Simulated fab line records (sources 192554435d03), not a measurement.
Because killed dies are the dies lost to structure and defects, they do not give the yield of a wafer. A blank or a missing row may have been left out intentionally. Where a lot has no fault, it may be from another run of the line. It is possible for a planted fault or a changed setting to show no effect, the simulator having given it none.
fab line records	flow n5Finfet
record: lots: 11	wafers: 33	lastDay: 20
route steps=1938 shown BEOL_M3@1000 BEOL_M4@1111
lots with no fault: from the same line, run without faults
startH: hours from the record's first day to the start of the lot's first wafer shown	waitH: hours from the lot's prior step to this one	" repeats the value in the row above	L1.1+2: several wafers, shown together as one row	- either no value or no given start	* or withheld: withheld	< > ~ a bound
route shown NAME@n: a module of which the file shows steps, and the number in the route of the first	usual: the fault-free wafers' mean and standard deviation	same: alike in all rows	chamber/n: place in a boat	sites: per-site readings	_std_site: the standard deviation of these	_edge_site: outer sites' mean less inner sites'	radiusMm: for every site, how far away it sits from the centre of the wafer	mask NAME#n: copy n	behind: the tool/chamber that last shaped the wafer	hold: cause of the lot's hold/its duration in hours/its outcome	device: which transistor (n, p or np) failed to switch	end of line: the route-end tests of the same wafers	a step given without rows: its recipe and nothing more	killed: dies lost to structure and defects at the first sort, not the wafer's yield	map: a wafer's dies, marking killed ones x, the rest . and places with no die _
set.NAME: the setting the step ran with; set.NAME@STEP: the setting that earlier step ran with	model.NAME: the simulator's own value behind a step, which no gauge read
the route's steps for a sample of lots (tables are steps, rows are wafers)
services: the hour from which a tool's chamber was out of use, counted from the record's first day as startH (under 0 if before that day), plus the number of hours and why
== steps ==
step: N5_BEOL_M3_SPUTTER_86
recipe: material: Cu	targetThkA: 45	tempC: -20	chamberPressurePa: 0.07	powerW: withheld	timeS: 8.29
usual: throttleValvePct: 29.6/0.91
lot.wafer	tool	chamber	startH	waitH	throttleValvePct
L342.1	pvdSputter-02	-	194.36	0.1	28.5
L342.3	"	-	"	"	29.8
L342.5	"	-	"	"	29.2
L338.2	pvdSputter-03	-	196.04	0.1	29.3
L338.3	"	-	"	"	29.8
L338.4	"	-	"	"	31.0
L339.1	pvdSputter-03	-	204.56	0.1	29.9
L339.4	"	-	"	"	31.2
L339.5	"	-	"	"	31.3
L345.2	pvdSputter-01	-	218.67	0.1	29.9
L345.3	"	-	"	"	28.6
L345.5	"	-	"	"	28.7
L347.1	pvdSputter-03	-	222.55	0.1	30.0
L347.2	"	-	"	"	29.0
L347.6	"	-	"	"	31.1
L350.2	pvdSputter-03	-	259.54	0.1	29.8
L350.3	"	-	"	"	29.3
L350.4	"	-	"	"	30.0
L351.3	pvdSputter-02	-	275.68	0.1	29.3
L351.4	"	-	"	"	29.4
L351.5	"	-	"	"	28.2
L358.2	pvdSputter-02	-	293.92	0.1	29.9
L358.3	"	-	"	"	29.8
L358.6	"	-	"	"	28.7
L359.1	pvdSputter-02	-	306.03	0.1	29.6
L359.2	"	-	"	"	28.5
L359.3	"	-	"	"	29.5
L360.1	pvdSputter-02	-	311.41	0.1	29.2
L360.2	"	-	"	"	29.5
L360.4	"	-	"	"	28.3
L361.3	pvdSputter-01	-	342.29	0.1	28.8
L361.5	"	-	"	"	28.8
L361.6	"	-	"	"	30.1
step: N5_BEOL_M3_ANNEAL_89
recipe: tempC: 400	timeS: 240	ambient: vacuum
usual: heaterPowerW: 840/110
lot.wafer	tool	chamber	startH	waitH	heaterPowerW
L342.1	pvdSputter-02	-	194.66	0.0	780
L342.3	"	-	"	"	745
L342.5	"	-	"	"	915
L338.2	pvdSputter-03	-	196.34	0.0	1084
L338.3	"	-	"	"	690
L338.4	"	-	"	"	805
L339.1	pvdSputter-03	-	204.86	0.0	685
L339.4	"	-	"	"	803
L339.5	"	-	"	"	784
L345.2	pvdSputter-01	-	218.97	0.0	806
L345.3	"	-	"	"	722
L345.5	"	-	"	"	783
L347.1	pvdSputter-03	-	222.85	0.0	837
L347.2	"	-	"	"	1082
L347.6	"	-	"	"	801
L350.2	pvdSputter-03	-	259.84	0.0	694
L350.3	"	-	"	"	1041
L350.4	"	-	"	"	826
L351.3	pvdSputter-02	-	275.98	0.0	744
L351.4	"	-	"	"	885
L351.5	"	-	"	"	800
L358.2	pvdSputter-02	-	294.22	0.0	1076
L358.3	"	-	"	"	748
L358.6	"	-	"	"	826
L359.1	pvdSputter-02	-	306.33	0.0	745
L359.2	"	-	"	"	818
L359.3	"	-	"	"	915
L360.1	pvdSputter-02	-	311.71	0.0	886
L360.2	"	-	"	"	1098
L360.4	"	-	"	"	807
L361.3	pvdSputter-01	-	342.59	0.0	738
L361.5	"	-	"	"	802
L361.6	"	-	"	"	794
step: N5_BEOL_M3_PRE_CLEAN_60
recipe: gas: NH3/H2	timeS: 15	tempC: *	rfPowerW: 300
usual: heaterPowerOuterW: 32/5.3	heaterPowerW: 104/10
lot.wafer	tool	chamber	startH	waitH	heaterPowerOuterW	heaterPowerW
L342.1	cvdCo-02	1	196.42	0.0	26	96
L342.3	"	2	"	"	33	94
L342.5	"	0	"	"	41	119
L338.2	cvdCo-01	1	197.96	0.0	34	108
L338.3	"	0	"	"	29	94
L338.4	"	1	"	"	34	110
L339.1	cvdCo-01	0	206.48	0.0	29	99
L339.4	"	2	"	"	24	107
L339.5	"	1	"	"	33	108
L345.2	cvdCo-02	2	220.59	0.0	33	91
L345.3	"	2	"	"	33	96
L345.5	"	0	"	"	41	122
L347.1	cvdCo-02	2	224.47	0.0	32	95
L347.2	"	0	"	"	42	118
L347.6	"	2	"	"	33	95
L350.2	cvdCo-02	1	261.46	0.0	26	96
L350.3	"	0	"	"	40	123
L350.4	"	2	"	"	32	96
L351.3	cvdCo-01	1	277.72	0.0	34	108
L351.4	"	0	"	"	30	100
L351.5	"	1	"	"	34	109
L358.2	cvdCo-01	2	295.85	0.0	26	105
L358.3	"	1	"	"	34	108
L358.6	"	1	"	"	34	104
L359.1	cvdCo-02	2	307.95	0.0	33	96
L359.2	"	1	"	"	28	96
L359.3	"	0	"	"	42	124
L360.1	cvdCo-02	1	313.33	0.0	27	94
L360.2	"	2	"	"	33	96
L360.4	"	1	"	"	27	96
L361.3	cvdCo-01	0	344.23	0.1	30	99
L361.5	"	0	"	"	31	96
L361.6	"	2	"	"	25	106
step: N5_BEOL_M3_CO_CAP_55
recipe: material: Co	targetThkA: 20	tempC: 200	precursor: CCTBA/H2	pressureTorr: 30	timeS: 102.1
usual: chamberPressureTorr: 29.99/0.069	heaterPowerOuterW: 138/7	heaterPowerW: 260/14
lot.wafer	tool	chamber	startH	waitH	chamberPressureTorr	heaterPowerOuterW	heaterPowerW
L342.1	cvdCo-02	1	196.46	0.0	30.06	132	247
L342.3	"	2	"	"	29.98	136	245
L342.5	"	0	"	"	29.93	149	285
L338.2	cvdCo-01	1	198.00	0.0	30.00	139	267
L338.3	"	0	"	"	29.92	136	245
L338.4	"	1	"	"	30.01	140	272
L339.1	cvdCo-01	0	206.52	0.0	29.84	135	252
L339.4	"	2	"	"	29.99	129	261
L339.5	"	1	"	"	30.00	141	254
L345.2	cvdCo-02	2	220.65	0.0	30.02	137	244
L345.3	"	2	"	"	30.10	136	247
L345.5	"	0	"	"	30.18	149	281
L347.1	cvdCo-02	2	224.53	0.0	29.88	139	241
L347.2	"	0	"	"	29.90	149	287
L347.6	"	2	"	"	29.88	138	243
L350.2	cvdCo-02	1	261.50	0.0	29.94	130	249
L350.3	"	0	"	"	29.99	150	282
L350.4	"	2	"	"	29.90	137	255
L351.3	cvdCo-01	1	277.76	0.0	29.95	140	268
L351.4	"	0	"	"	30.04	136	254
L351.5	"	1	"	"	29.97	139	268
L358.2	cvdCo-01	2	295.89	0.0	-	-	-
L358.3	"	1	"	"	-	-	-
L358.6	"	1	"	"	-	-	-
L359.1	cvdCo-02	2	307.99	0.0	-	-	-
L359.2	"	1	"	"	-	-	-
L359.3	"	0	"	"	-	-	-
L360.1	cvdCo-02	1	313.37	0.0	30.05	133	248
L360.2	"	2	"	"	30.11	142	251
L360.4	"	1	"	"	30.03	132	256
L361.3	cvdCo-01	0	344.31	0.1	30.11	134	256
L361.5	"	0	"	"	30.07	135	255
L361.6	"	2	"	"	30.01	126	263
step: N5_BEOL_M4_RC_MEAS_101
usual: DIBL_N: 36.3/1.6	DIBL_P: 36.4/2.1	IOFF_N: 0.16/0.032	IOFF_P: 0.22/0.044	ION_N: 675/12	ION_P: 463/8.3	SS_N: 71.6/0.64	SS_P: 73.3/0.67	VT_N: 250/3.3	VT_P: -250/3.7
lot.wafer	tool	chamber	startH	waitH	DIBL_N[mV/V]	DIBL_P[mV/V]	IOFF_N[nA/um]	IOFF_P[nA/um]	ION_N[uA/um]	ION_P[uA/um]	SS_N[mV/dec]	SS_P[mV/dec]	VT_N[mV]	VT_P[mV]
L342.1	prober-01	0	218.98	0.0	36.7	36.5	0.17	0.22	675	470	71.0	73.9	248	-249
L342.3	"	0	"	"	36.5	36.4	0.16	0.20	664	455	71.4	72.9	251	-251
L342.5	"	0	"	"	37.5	37.5	0.18	0.22	682	469	72.1	74.1	248	-248
L338.2	prober-01	0	221.38	0.2	33.9	34.4	0.12	0.18	664	454	70.7	72.0	254	-252
L338.3	"	0	"	"	35.8	36.6	0.16	0.21	683	466	71.1	72.7	250	-253
L338.4	"	0	"	"	33.8	33.3	0.12	0.17	663	460	71.6	72.3	252	-254
L339.1	prober-01	0	227.39	0.0	33.7	33.5	0.13	0.19	671	471	71.2	72.6	252	-249
L339.4	"	0	"	"	33.8	33.5	0.12	0.19	659	464	71.0	73.0	254	-249
L339.5	"	0	"	"	35.0	35.4	0.15	0.22	664	463	71.5	72.8	250	-251
L345.2	prober-01	0	252.46	0.2	36.8	38.9	0.19	0.26	690	472	71.3	74.1	249	-248
L345.3	"	0	"	"	36.9	38.7	0.19	0.26	682	471	71.8	73.6	249	-248
L345.5	"	0	"	"	37.2	40.1	0.20	0.29	697	486	71.9	74.9	247	-245
L347.1	prober-02	0	257.00	0.0	35.4	35.7	0.15	0.18	665	457	71.2	72.8	251	-254
L347.2	"	0	"	"	37.9	38.7	0.21	0.23	697	468	71.7	74.1	246	-250
L347.6	"	0	"	"	36.7	37.3	0.18	0.20	674	454	71.2	73.0	249	-251
L350.2	prober-01	0	279.55	0.2	37.1	37.6	0.17	0.23	692	464	72.2	73.9	248	-250
L350.3	"	0	"	"	36.7	35.7	0.15	0.19	681	456	71.4	72.4	250	-252
L350.4	"	0	"	"	35.6	34.2	0.13	0.18	670	453	71.1	72.9	251	-253
L351.3	prober-01	0	291.43	0.3	33.4	34.7	0.13	0.18	657	454	71.0	72.7	252	-250
L351.4	"	0	"	"	35.7	36.9	0.16	0.22	672	461	71.3	73.6	250	-250
L351.5	"	0	"	"	36.9	39.4	0.19	0.26	668	463	72.0	74.2	247	-248
L358.2	prober-01	0	321.76	0.2	34.4	34.3	0.15	0.21	678	465	71.0	72.0	246	-247
L358.3	"	0	"	"	35.5	36.6	0.17	0.25	699	479	72.3	73.0	247	-246
L358.6	"	0	"	"	38.4	40.4	0.24	0.32	690	468	72.9	74.0	243	-243
L359.1	prober-02	0	350.85	0.0	35.6	35.1	0.12	0.18	648	450	71.4	73.4	255	-253
L359.2	"	0	"	"	34.9	34.2	0.12	0.17	672	464	70.7	73.2	254	-251
L359.3	"	0	"	"	36.8	35.7	0.14	0.19	667	461	70.9	72.4	252	-253
L360.1	prober-02	0	354.48	0.0	35.4	36.1	0.13	0.16	665	456	71.8	72.6	254	-253
L360.2	"	0	"	"	34.7	35.6	0.13	0.16	662	456	71.1	73.2	252	-256
L360.4	"	0	"	"	40.7	41.8	0.24	0.26	697	463	73.0	74.2	245	-247
L361.3	prober-01	0	381.41	0.3	35.7	34.9	0.15	0.21	665	459	71.9	72.9	250	-250
L361.5	"	0	"	"	37.1	36.6	0.17	0.23	670	462	72.6	73.0	248	-248
L361.6	"	0	"	"	35.8	35.0	0.15	0.21	680	463	72.4	72.9	253	-251
== services ==
tool	chamber	startH	hours	kind
cvdCo-02	-	209.89	6.7	repair
cvdCo-02	-	216.64	2.8	pm
cvdCo-01	1	333.33	-	clean
cvdCo-01	1	333.33	22.0	scheduledDown
cvdCo-01	1	333.33	22.0	ventCycle
== key ==
firstSign: step: N5_BEOL_M3_CO_CAP_55	reading: toolRecord	direction: missing
effect none on later readings
metAt N5_BEOL_M3_CO_CAP_55
struckLots L358,L359
notActingAt N5_BEOL_M3_SPUTTER_86,N5_BEOL_M3_ANNEAL_89,N5_BEOL_M3_PRE_CLEAN_60
onsetBetween 277.76 295.89
fault: kind: skippedStepWhole	tool: cvdCo-01,cvdCo-02	chamber: -	onsetH: 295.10	steps: N5_BEOL_M3_CO_CAP_55	scope: struckLotsOnly
